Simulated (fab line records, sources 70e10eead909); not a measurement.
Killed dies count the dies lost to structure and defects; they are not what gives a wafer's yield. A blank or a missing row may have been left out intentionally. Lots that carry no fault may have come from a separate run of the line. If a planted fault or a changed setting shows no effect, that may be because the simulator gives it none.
What tool caused it? -- flow nandHarc -- 13 lots, 39 wafers sampled, at 5 steps of a route of 1159

WHAT THE GAUGES READ, wafer by wafer
NHARC_END_SORT_01.
lot,measured,on,killedAtArray,killedAtOther,killedAtPeriphery,killedDies,killedOpen,killedShort
L436,day 20 05:08,prober-01,22 40 20,1 1 0,0 0 3,23 41 23,1 7 5,1 3 1
L440,day 20 15:47,prober-02,19 17 19,1 0 0,4 5 5,24 22 24,3 4 4,2 1 1
L441,day 20 12:09,prober-01,16 29 34,0 0 0,6 0 2,22 29 36,3 1 7,1 2 1
L443,day 21 11:19,prober-02,23 27 19,0 0 0,2 0 2,25 27 21,1 4 3,6 2 1
L444,day 21 11:18,prober-01,22 21 29,0 5 0,3 2 5,25 28 34,2 5 3,2 2 3
L446,day 22 08:18,prober-01,671 23 23,1 0 1,5 4 3,677 27 27,4 3 7,1 0 3
L445,day 21 21:32,prober-02,41 32 676,0 1 0,2 1 1,43 34 677,7 5 1,0 0 0

EACH LOT AND THE TOOL THAT RAN IT (in order: tool; ch and the chambers of the sampled wafers; start)
lot,NHARC_A_CHANNEL_HOLE_D1_DEP_01,NHARC_THIN_TSV_STRIP_45,NHARC_THIN_TSV_PVD_19,NHARC_THIN_TSV_DESCUM_35
L437,"pecvd-02 ch 0,1,2, day 8 13:47","plasmaAsher-01 ch 0,1, day 19 05:58","pvdSputter-02, day 19 11:02 or earlier","rieDiel-01 ch 0,1,2, day 19 11:02"
L436,"pecvd-02 ch 1,2, day 8 15:44","plasmaAsher-02 ch 0,1, day 19 07:05","pvdSputter-02, day 19 12:14 or earlier","rieDiel-10 ch 2,3, day 19 12:14"
L440,"pecvd-03 ch 0,2, day 9 08:20","plasmaAsher-02 ch 0,1, day 19 22:40","pvdSputter-01, day 20 03:52 or earlier","rieDiel-10 ch 1,2,3, day 20 03:52"
L441,"pecvd-02 ch 0,1,2, day 9 08:53","plasmaAsher-02 ch 0,1, day 19 21:36","pvdSputter-02, day 20 03:09 or earlier","rieDiel-10 ch 0,1,3, day 20 03:09"
L439,"pecvd-02 ch 0,1, day 9 10:10","plasmaAsher-02 ch 0,1, day 19 17:19","pvdSputter-01, day 19 22:27 or earlier","rieDiel-12 ch 0,2, day 19 22:27"
L443,"pecvd-02 ch 1,2, day 10 03:40","plasmaAsher-01 ch 1, day 20 21:25","pvdSputter-01, day 21 02:28 or earlier","rieDiel-12 ch 0,2, day 21 02:28"
L444,"pecvd-02 ch 1,2, day 10 10:49","plasmaAsher-02 ch 0,1, day 20 22:51","pvdSputter-03, day 21 03:52 or earlier","rieDiel-12 ch 0,1, day 21 03:52"
L446,"pecvd-02 ch 0,2, day 10 23:42","plasmaAsher-01 ch 1, day 21 18:14","pvdSputter-01, day 21 23:01 or earlier","rieDiel-10 ch 0,2, day 21 23:01"
L445,"pecvd-02 ch 0,1,2, day 11 00:00","plasmaAsher-01 ch 0, day 21 02:56","pvdSputter-01, day 21 07:43 or earlier","rieDiel-01 ch 0,1, day 21 07:43"
L454,"pecvd-03 ch 0,2, day 12 12:59","plasmaAsher-01 ch 0,1, day 23 07:26","pvdSputter-02, day 23 12:51 or earlier","rieDiel-01 ch 0,1, day 23 12:51"
L453,"pecvd-04 ch 0,1,2, day 12 14:22","plasmaAsher-01 ch 0,1, day 22 22:55","pvdSputter-03, day 23 04:07 or earlier","rieDiel-01 ch 0,2, day 23 04:07"
L455,"pecvd-03 ch 1,2, day 13 01:59","plasmaAsher-01 ch 0,1, day 23 15:14","pvdSputter-02, day 23 21:28 or earlier","rieDiel-12 ch 0,2,3, day 23 21:28"
L458,"pecvd-03 ch 0,1,2, day 13 20:17","plasmaAsher-01 ch 0,1, day 24 12:07","pvdSputter-02, day 24 17:11 or earlier","rieDiel-12 ch 1,2,3, day 24 17:11"
- NHARC_A_CHANNEL_HOLE_D1_DEP_01: deposits SiON, target thk 140 nm.
- NHARC_THIN_TSV_STRIP_45: strips in O2.
- NHARC_THIN_TSV_PVD_19: deposits TaN, target thk 20 nm.
- NHARC_THIN_TSV_DESCUM_35: chemistry O2, time 3 s.

AS READ BY THE TOOLS THEMSELVES (means over the sampled wafers that have a number; for cases with no such wafer, the mark the record gives instead)
NHARC_A_CHANNEL_HOLE_D1_DEP_01.
lot,tool,heaterPowerW (W),showerheadVppV (V)
L437,pecvd-02,743,1128
L436,pecvd-02,750,1168
L440,pecvd-03,712,1114
L441,pecvd-02,757,1128
L439,pecvd-02,723,1160
L443,pecvd-02,842,1149
L444,pecvd-02,799,1179
L446,pecvd-02,798,1092
L445,pecvd-02,781,1139
L454,pecvd-03,673,1123
L453,pecvd-04,762,1138
L455,pecvd-03,750,1130
L458,pecvd-03,751,1146

NHARC_THIN_TSV_STRIP_45.
lot,tool,drypumpMotorCurrentA (A),heaterPowerW (W),rfReflPowerW (W)
L437,plasmaAsher-01,5.97,304,24.6
L436,plasmaAsher-02,5.83,334,-
L440,plasmaAsher-02,5.72,328,-
L441,plasmaAsher-02,5.72,331,19.6
L439,plasmaAsher-02,5.71,325,-
L443,plasmaAsher-01,6.16,255,-
L444,plasmaAsher-02,5.82,335,22.0
L446,plasmaAsher-01,6.20,260,26.6
L445,plasmaAsher-01,5.54,380,-
L454,plasmaAsher-01,5.95,298,25.0
L453,plasmaAsher-01,5.95,302,-
L455,plasmaAsher-01,5.73,344,23.1
L458,plasmaAsher-01,5.74,338,23.3

NHARC_THIN_TSV_PVD_19.
lot,tool,throttleValvePct (%)
L437,pvdSputter-02,30.7
L436,pvdSputter-02,30.3
L440,pvdSputter-01,29.6
L441,pvdSputter-02,30.2
L439,pvdSputter-01,29.4
L443,pvdSputter-01,31.6
L444,pvdSputter-03,30.2
L446,pvdSputter-01,29.6
L445,pvdSputter-01,30.4
L454,pvdSputter-02,30.5
L453,pvdSputter-03,30.5
L455,pvdSputter-02,30.6
L458,pvdSputter-02,30.4

NHARC_THIN_TSV_DESCUM_35.
lot,tool,drypumpMotorCurrentA (A),mfcArSccm (sccm),oesProductAu (a.u.),rfVppV (V),showerheadPlenumPTorr (Torr),throttleValvePct (%)
L437,rieDiel-01,5.8,0.011,0.998,58.1,1.96,11.314
L436,rieDiel-10,5.8,0.000,0.989,57.5,1.86,11.316
L440,rieDiel-10,5.9,0.000,0.999,57.6,1.88,11.308
L441,rieDiel-10,6.0,0.000,1.003,58.2,1.86,11.310
L439,rieDiel-12,6.3,0.000,0.994,57.9,1.93,11.317
L443,rieDiel-12,6.2,0.000,1.000,58.8,1.93,11.323
L444,rieDiel-12,6.0,0.000,0.987,58.5,1.89,11.310
L446,rieDiel-10,5.7,0.000,0.994,57.6,1.88,11.303
L445,rieDiel-01,6.3,0.011,1.006,58.2,2.00,11.325
L454,rieDiel-01,6.3,0.009,0.988,57.6,2.00,11.303
L453,rieDiel-01,5.4,0.013,0.988,58.8,1.91,11.306
L455,rieDiel-12,6.4,0.004,0.997,58.4,1.96,11.307
L458,rieDiel-12,6.3,0.004,0.991,58.0,1.98,11.315

THE ANSWER, worked out from the rows above alone
Rule: the usual values come from the lots themselves. The widest of any qualifying gaps counts: lots, ordered by their means at a reading, are off when they make up no more than a third of the lots, leave a main group of 4 or more, and stand apart from it by 3 or more times the standard deviation of that group's means. The tables above print the reading to a certain number of digits; a main group whose means all agree to those digits is not used. A lot without any number at a reading at which 4 lots or more have one is off too. Where the step has rows for the other lots, those lots are counted as sound. Order of review: gauges by route order, followed by the tools' own readings, for which a lot's mean as printed above is used. The first step at which some lot is off is used, and at that step the reading that is off furthest; a lot without a number counts as furthest.
Off at NHARC_END_SORT_01 (killedDies): L446, L445. The main group has a mean of 27 with a standard deviation of 2.6. Neither off nor sound, because the step has no rows for them: L437, L439, L454, L453, L455, L458.
A tool fits if, at a process step before that reading, it ran every lot that is off, and no sound lot after the first of them. Gauges at NHARC_END_SORT_01: tried the same way as those tools. NHARC_THIN_TSV_PVD_19 gives no start for some lots, so the hours and the order of its lots are those of NHARC_THIN_TSV_DESCUM_35. Can't be told from this: 3 tools fit, pecvd-02 at NHARC_A_CHANNEL_HOLE_D1_DEP_01, plasmaAsher-01 at NHARC_THIN_TSV_STRIP_45, pvdSputter-01 at NHARC_THIN_TSV_PVD_19.

WHAT HAD BEEN PUT IN BY THE SIMULATOR
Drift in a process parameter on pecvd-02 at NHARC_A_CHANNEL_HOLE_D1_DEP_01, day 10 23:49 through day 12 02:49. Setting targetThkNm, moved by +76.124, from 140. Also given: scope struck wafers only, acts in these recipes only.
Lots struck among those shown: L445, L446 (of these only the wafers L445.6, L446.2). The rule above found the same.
